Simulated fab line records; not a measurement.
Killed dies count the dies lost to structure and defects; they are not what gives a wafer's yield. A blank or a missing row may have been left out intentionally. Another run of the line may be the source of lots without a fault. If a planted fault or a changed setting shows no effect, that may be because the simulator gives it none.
fab line records	flow n5Finfet
record: lots: 10	wafers: 30	lastDay: 18
route steps=1938 shown BEOL_M14@1770 BEOL_M15@1783 PASSIVATION@1936
lots untouched by any fault: they come from a run of this same line in which no faults occurred
startH: start of the lot's first displayed wafer, in hours after the record's first day	waitH: hours since the lot's step before	" repeats the value in the row above	L1.1+2: one row covering several wafers at once	- either no value or no given start	* or withheld: withheld	< > ~ a bound
route shown NAME@n: NAME is a module with steps in the file, n the number in the route of the first one	usual: mean and standard deviation over wafers with no fault	same: alike in all rows	chamber/n: place in a boat	sites: the reading at each site	_std_site: their standard deviation	_edge_site: inner sites' mean taken away from outer sites' mean	radiusMm: how far each site lies from the wafer's centre	mask NAME#n: copy n	behind: tool/chamber where the wafer was last shaped	hold: why the lot was held/for how many hours/how that ended	device: whichever transistor did not switch (one of n, p or np)	end of line: the route-end tests of the same wafers	a step given without rows: its recipe and nothing more	killed: not the wafer's yield, but the dies lost to structure and defects at the first sort	map: per-die view of a wafer (x killed, . not killed, _ where there is no die)
set.NAME: the setting the step ran with; set.NAME@STEP: the setting that earlier step ran with	model.NAME: the simulator's own value behind a step, which no gauge read
route steps across a sampled set of lots; one table per step, one row per wafer
services: a tool's chamber out of use, with start hour (startH, from the record's first day; less than 0 if before it), hours out, and reason
== steps ==
step: N5_BEOL_M14_DEP_53
recipe: material: SiCN	targetThkA: 500	tempC: withheld	precursor: 3MS/NH3	pressureTorr: 3	rfW: 675	timeS: 17.8
usual: chamberPressureTorr: 3.001/0.0065	rfFwdPowerW: 667.2/2.7	showerheadPlenumPTorr: 4.163/0.012	throttleValvePct: 18.0/0.94
lot.wafer	tool	chamber	startH	waitH	chamberPressureTorr	rfFwdPowerW	showerheadPlenumPTorr	throttleValvePct
L786.1	pecvd-03	0	267.50	0.0	3.008	668.5	4.170	17.7
L786.2	"	2	"	"	3.011	667.3	4.171	16.5
L786.3	"	1	"	"	3.002	665.9	4.176	19.7
L792.1	pecvd-01	2	294.77	0.0	3.011	667.2	4.143	17.7
L792.3	"	0	"	"	3.007	666.3	4.155	17.5
L792.5	"	1	"	"	2.997	670.6	4.162	18.6
L793.1	pecvd-04	0	309.38	0.0	2.991	665.9	4.162	20.1
L793.4	"	1	"	"	3.007	661.4	4.174	17.2
L793.6	"	0	"	"	2.997	669.0	4.157	20.3
L794.1	pecvd-01	1	324.06	0.0	3.004	667.6	4.181	18.8
L794.4	"	2	"	"	3.001	667.6	4.147	17.7
L794.5	"	1	"	"	2.995	666.4	4.168	18.7
L796.1	pecvd-01	0	340.96	0.0	3.009	660.6	4.151	17.6
L796.4	"	0	"	"	3.013	666.2	4.158	17.3
L796.5	"	2	"	"	2.997	669.8	4.157	17.7
L801.1	pecvd-01	1	345.87	0.0	2.999	665.5	4.162	18.2
L801.2	"	2	"	"	2.989	668.3	4.158	17.9
L801.4	"	0	"	"	2.996	664.0	4.156	17.4
L800.1	pecvd-03	2	353.74	0.0	2.995	665.9	4.166	16.7
L800.2	"	0	"	"	2.999	672.5	4.164	17.8
L800.6	"	1	"	"	3.007	666.3	4.178	19.4
L802.1	pecvd-04	1	376.63	0.0	2.996	661.1	4.175	17.0
L802.2	"	2	"	"	2.993	662.2	4.147	17.6
L802.3	"	0	"	"	3.001	666.8	4.164	20.4
L805.3	pecvd-03	1	403.92	0.0	2.995	667.3	4.189	19.7
L805.4	"	0	"	"	3.004	667.7	4.171	17.8
L805.6	"	1	"	"	3.004	667.5	4.180	19.6
L808.1	pecvd-01	0	409.97	0.0	3.006	666.5	4.159	17.4
L808.2	"	1	"	"	3.008	668.1	4.189	18.4
L808.5	"	1	"	"	3.002	664.5	4.167	18.4
step: N5_BEOL_M15_CD_MEAS_10
recipe: targetCdNm: 360	landingEnergyEv: 500	detector: seInlens	polarity: opening
usual: cdNm: 359.8/1.5
lot.wafer	tool	chamber	startH	waitH	cdNm
L786.1	cdSem-01	0	268.20	-	359.9
L786.2	"	0	"	"	361.1
L786.3	"	0	"	"	360.6
L792.1	cdSem-01	0	295.65	-	363.9
L792.3	"	0	"	"	361.1
L792.5	"	0	"	"	362.7
L793.1	cdSem-03	0	310.19	-	359.7
L793.4	"	0	"	"	360.3
L793.6	"	0	"	"	360.0
L794.1	cdSem-03	0	324.89	-	360.9
L794.4	"	0	"	"	358.3
L794.5	"	0	"	"	360.3
L796.1	cdSem-02	0	341.77	-	361.9
L796.4	"	0	"	"	362.4
L796.5	"	0	"	"	360.1
L801.1	cdSem-03	0	346.56	-	358.7
L801.2	"	0	"	"	359.8
L801.4	"	0	"	"	360.5
L800.1	cdSem-03	0	354.55	-	359.0
L800.2	"	0	"	"	361.3
L800.6	"	0	"	"	360.6
L802.1	cdSem-01	0	377.44	-	361.2
L802.2	"	0	"	"	361.0
L802.3	"	0	"	"	359.9
L805.3	cdSem-01	0	404.73	-	358.6
L805.4	"	0	"	"	359.1
L805.6	"	0	"	"	357.7
L808.1	cdSem-01	0	410.79	-	360.8
L808.2	"	0	"	"	359.9
L808.5	"	0	"	"	360.7
step: N5_BEOL_M15_ETCH_59
recipe: chemistry: N2/H2	target: BARC	targetDepthA: 890	overetchA: 267	timeS: 67.9	ionEnergyEv: 200	pressureMtorr: 30	sourceW: 840	biasW: 150	n2FlowSccm: 200	h2FlowSccm: 200
usual: chamberPressureMTorr: 29.998/0.023	drypumpMotorCurrentA: 5.7/0.35	h2FlowSccm: 199.9/0.58	oesProductAu: 0.67/0.062	rfFwdPowerW: 832.9/2.9	rfVppV: 523.3/2.9	runLengthS: 91.2/0.44	showerheadPlenumPTorr: 2.53/0.11	throttleValvePct: 17.9/0.3
lot.wafer	tool	chamber	startH	waitH	chamberPressureMTorr	drypumpMotorCurrentA	h2FlowSccm	oesProductAu	rfFwdPowerW	rfHoursCounterH	rfVppV	runLengthS	showerheadPlenumPTorr	throttleValvePct
L786.1	rieDiel-05	0	268.32	0.0	29.996	6.2	199.9	0.61	835.0	189	522.6	90.9	2.52	17.9
L786.2	"	1	"	"	29.979	5.2	200.0	0.71	832.8	49	522.2	91.2	2.48	17.8
L786.3	"	2	"	"	30.006	6.0	199.9	0.60	834.1	230	526.1	91.9	2.61	17.6
L792.1	rieDiel-06	0	295.78	0.0	29.977	5.8	199.9	0.67	831.3	139	526.9	90.6	2.66	18.1
L792.3	"	3	"	"	30.026	5.3	200.5	0.76	833.4	35	527.2	90.7	2.69	17.4
L792.5	"	3	"	"	30.003	5.3	199.0	0.77	833.9	-	527.6	90.9	2.69	17.4
L793.1	rieDiel-02	2	310.31	0.0	30.016	5.5	200.3	0.64	832.1	152	521.0	91.1	2.44	17.7
L793.4	"	1	"	"	29.996	6.4	200.5	0.64	835.2	138	525.1	90.7	2.66	18.3
L793.6	"	3	"	"	30.023	5.5	199.5	0.62	835.3	-	522.7	91.5	2.52	18.1
L794.1	rieDiel-05	3	325.11	0.0	29.940	5.6	199.5	0.73	829.5	59	522.4	91.8	2.48	17.9
L794.4	"	1	"	"	29.970	5.2	199.3	0.70	834.8	66	522.4	91.0	2.47	17.8
L794.5	"	0	"	"	30.041	6.2	200.3	0.60	831.0	-	524.4	90.4	2.52	18.0
L796.1	rieDiel-02	3	341.90	0.0	29.988	5.5	199.9	0.61	830.9	211	523.6	91.8	2.51	18.1
L796.4	"	0	"	"	29.992	5.4	200.3	0.76	835.6	26	523.9	91.4	2.59	17.5
L796.5	"	2	"	"	30.026	5.4	199.9	0.63	829.9	-	519.4	91.3	2.43	17.8
L801.1	rieDiel-06	3	347.05	0.0	29.990	5.3	199.9	0.75	832.6	51	528.4	90.8	2.68	17.4
L801.2	"	2	"	"	30.031	5.9	200.3	0.60	831.0	212	520.3	91.7	2.42	18.3
L801.4	"	1	"	"	30.025	5.9	200.9	0.62	836.4	185	518.0	91.8	2.33	18.3
L800.1	rieDiel-02	2	354.68	0.0	29.983	5.5	200.0	0.63	831.2	167	519.2	91.0	2.43	17.8
L800.2	"	0	"	"	29.991	5.4	199.7	0.75	831.9	32	525.3	91.9	2.58	17.5
L800.6	"	2	"	"	30.045	5.5	199.5	0.63	831.6	-	521.6	90.9	2.43	17.8
L802.1	rieDiel-05	2	377.72	0.0	29.963	6.0	200.1	0.78	839.4	6	525.4	96.5	2.60	17.2
L802.2	"	3	"	"	30.004	5.6	199.5	0.72	832.1	74	521.5	91.2	2.47	17.9
L802.3	"	0	"	"	30.014	6.1	199.1	0.58	833.9	222	523.1	90.6	2.51	18.0
L805.3	rieDiel-05	1	405.07	0.0	30.031	5.2	199.1	0.68	831.8	95	520.4	90.9	2.46	17.9
L805.4	"	1	"	"	30.029	5.2	199.9	0.65	834.9	-	521.6	95.4	2.46	17.9
L805.6	"	2	"	"	29.975	6.0	201.7	0.78	834.9	-	526.6	91.7	2.60	17.2
L808.1	rieDiel-02	1	410.92	0.0	29.995	6.3	199.5	0.63	826.5	162	525.6	90.9	2.65	18.3
L808.2	"	3	"	"	29.974	5.5	198.8	0.60	829.9	232	522.7	91.5	2.51	18.1
L808.5	"	2	"	"	29.999	5.5	199.7	0.62	829.9	-	520.8	91.1	2.43	17.8
step: N5_BEOL_M15_STRIP_64
recipe: chemistry: O2	powerW: 600	tempC: 60	pressureMtorr: 30	rfFrequencyHz: 6e+07	biasPowerW: 0	overashFraction: 0.3	o2FlowSccm: 225
usual: chamberPressureMTorr: 30.003/0.029	drypumpMotorCurrentA: 5.7/0.35	oesProductAu: 0.78/0.076	rfVppV: 3.6/0.44	showerheadPlenumPTorr: 2.08/0.085	throttleValvePct: 16.70/0.29
same: biasPowerW: 0
lot.wafer	tool	chamber	startH	waitH	chamberPressureMTorr	drypumpMotorCurrentA	oesProductAu	rfHoursCounterH	rfVppV	showerheadPlenumPTorr	throttleValvePct
L786.1	rieDiel-05	0	-	-	30.069	6.2	0.71	189	3.1	2.08	16.68
L786.2	"	1	"	"	30.023	5.2	0.85	50	4.3	2.04	16.61
L786.3	"	2	"	"	29.964	6.0	0.69	231	4.2	2.16	16.56
L792.1	rieDiel-06	0	-	-	30.045	5.7	0.79	139	3.9	2.18	16.75
L792.3	"	3	"	"	29.968	5.3	0.91	35	4.0	2.22	16.25
L792.5	"	3	"	"	30.032	5.3	0.91	-	3.2	2.22	16.29
L793.1	rieDiel-02	2	-	-	30.002	5.5	0.74	153	3.8	2.01	16.66
L793.4	"	1	"	"	29.992	6.3	0.76	138	4.1	2.19	17.06
L793.6	"	3	"	"	30.027	5.4	0.72	-	3.9	2.08	16.87
L794.1	rieDiel-05	3	-	-	29.982	5.5	0.86	59	3.9	2.04	16.48
L794.4	"	1	"	"	30.011	5.2	0.82	66	3.6	2.03	16.62
L794.5	"	0	"	"	29.995	6.1	0.70	-	3.8	2.07	16.70
L796.1	rieDiel-02	3	-	-	30.010	5.5	0.70	211	3.6	2.07	16.88
L796.4	"	0	"	"	30.045	5.4	0.90	27	3.4	2.14	16.33
L796.5	"	2	"	"	29.964	5.5	0.73	-	4.1	2.01	16.67
L801.1	rieDiel-06	3	-	-	30.006	5.3	0.90	51	3.4	2.22	16.29
L801.2	"	2	"	"	29.968	5.9	0.70	212	4.4	1.99	17.12
L801.4	"	1	"	"	29.966	5.9	0.73	186	3.3	1.93	17.22
L800.1	rieDiel-02	2	-	-	29.978	5.5	0.73	167	3.5	2.01	16.69
L800.2	"	0	"	"	29.940	5.4	0.88	32	3.1	2.13	16.33
L800.6	"	2	"	"	30.004	5.5	0.73	-	3.5	2.01	16.69
L802.1	rieDiel-05	2	-	-	30.029	6.0	0.95	6	4.0	2.15	16.15
L802.2	"	3	"	"	29.979	5.6	0.84	74	2.9	2.03	16.52
L802.3	"	0	"	"	30.047	6.1	0.68	222	3.7	2.07	16.73
L805.3	rieDiel-05	1	-	-	30.012	5.2	0.79	95	4.0	2.02	16.69
L805.4	"	1	"	"	30.011	5.2	0.79	-	3.7	2.02	16.68
L805.6	"	2	"	"	29.988	6.0	0.93	-	3.3	2.14	16.13
L808.1	rieDiel-02	1	-	-	30.016	6.3	0.75	163	3.6	2.19	17.11
L808.2	"	3	"	"	29.998	5.5	0.70	232	3.8	2.07	16.91
L808.5	"	2	"	"	29.984	5.5	0.73	-	4.0	2.00	16.71
step: N5_PASSIVATION_PROBE_49
usual: defectLimitedYield: 91.2/1.5	killed_at_M0_to_M3: 32/9.6	killed_at_M4_up: 13/5.3	killedAtContacts: 13/6.7	killedAtFrontEnd: 42/11	killedAtOther: 3.8/2.9	killedDies: 103/17	killedOpen: 67/13	killedShort: 35/7.9	sort_bin_5_function: 5.2/0.94	sort_bin_6_memory: 3.3/0.64	sortNPass: 1077/17	sortYieldPct: 91.2/1.5
same: grossDies: 1180	killedAtBackSide: 0	sort_bin_4_leakage[%]: 0	sort_bin_8_speed[%]: 0
lot.wafer	tool	chamber	startH	waitH	defectLimitedYield[%]	killed_at_M0_to_M3	killed_at_M4_up	killedAtContacts	killedAtFrontEnd	killedAtOther	killedDies	killedOpen	killedShort	sort_bin_5_function[%]	sort_bin_6_memory[%]	sortNPass	sortYieldPct[%]
L802.1	prober-01	-	402.21	0.0	88.7	46	14	15	49	9	133	75	55	6.5	4.2	1047	88.7
L802.2	prober-01	-	402.26	0.1	95.4	15	12	7	17	3	54	37	16	3.1	1.4	1126	95.4
L802.3	prober-01	-	402.31	0.1	92.0	21	16	17	36	4	94	64	28	4.5	3.1	1086	92.0
killed by level:class
L802.1 MOL_CONTACT_COAG:geometricParticle:open=13 BEOL_M0_SAQP:geometricParticle:open=13 BEOL_M1:geometricParticle:open=11 FIN_SAQP:geometricParticle:short=10 GATE_CUT:geometricParticle:short=10 BEOL_M0_SAQP:geometricParticle:short=7 STI_FIN_REVEAL:geometricParticle:short=6 BEOL_M2:geometricParticle:open=6
L802.2 MOL_CONTACT_COAG:geometricParticle:open=6 STI_FIN_REVEAL:geometricParticle:open=4 BEOL_M2:geometricParticle:open=4 STARTING-WAFER:geometricParticle:short=4 BEOL_M4:geometricParticle:open=3 BEOL_M8:geometricParticle:open=3 FIN_SAQP:geometricParticle:open=2 FIN_SAQP:geometricParticle:short=2
L802.3 MOL_CONTACT_COAG:geometricParticle:open=14 FIN_SAQP:geometricParticle:open=8 FIN_SAQP:geometricParticle:short=8 STI_FIN_REVEAL:geometricParticle:open=6 BEOL_M4:geometricParticle:open=6 BEOL_M2:geometricParticle:open=6 BEOL_M0_SAQP:geometricParticle:open=5 BEOL_M5:geometricParticle:open=5
== services ==
tool	chamber	startH	hours	kind
pecvd-03	-	259.47	5.5	pm
rieDiel-05	0	290.58	14.1	repair
pecvd-04	-	300.67	1.8	repair
pecvd-01	0	320.20	12.9	repair
rieDiel-06	2	323.89	4.5	repair
pecvd-03	0	333.37	5.5	scheduledDown
rieDiel-05	2	335.81	-	clean
rieDiel-05	2	335.81	-	consumableReplace:focusRing
rieDiel-05	2	335.81	25.0	scheduledDown
rieDiel-05	2	335.81	25.0	ventCycle
pecvd-03	0	347.29	2.1	scheduledDown
rieDiel-02	1	351.37	14.6	repair
rieDiel-05	3	356.99	15.0	repair
pecvd-04	-	377.59	1.2	repair
pecvd-04	1	383.62	-	clean
pecvd-04	1	383.62	-	consumableReplace:showerhead
pecvd-04	1	383.62	29.0	scheduledDown
pecvd-04	1	383.62	29.0	ventCycle
rieDiel-05	1	391.04	3.1	repair
rieDiel-05	0	394.11	18.5	repair
== key ==
firstSign: step: N5_BEOL_M15_ETCH_59	reading: runLengthS	direction: up	sigmas: 11	usual: *	struck: *
effect none on later readings
metAt N5_BEOL_M15_ETCH_59
struckLots L802,L805
struckWafers L802.1,L805.4
notActingAt N5_BEOL_M14_DEP_53,N5_BEOL_M15_CD_MEAS_10,N5_BEOL_M15_STRIP_64
onsetBetween 325.11 377.72
fault: kind: processParameterDrift	tool: rieDiel-05	chamber: -	onsetH: 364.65	steps: N5_BEOL_M15_ETCH_59	channel: timeS	offset: *	shape: step	endH: 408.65	scope: struckWafersOnly	actsIn: *	stated: *
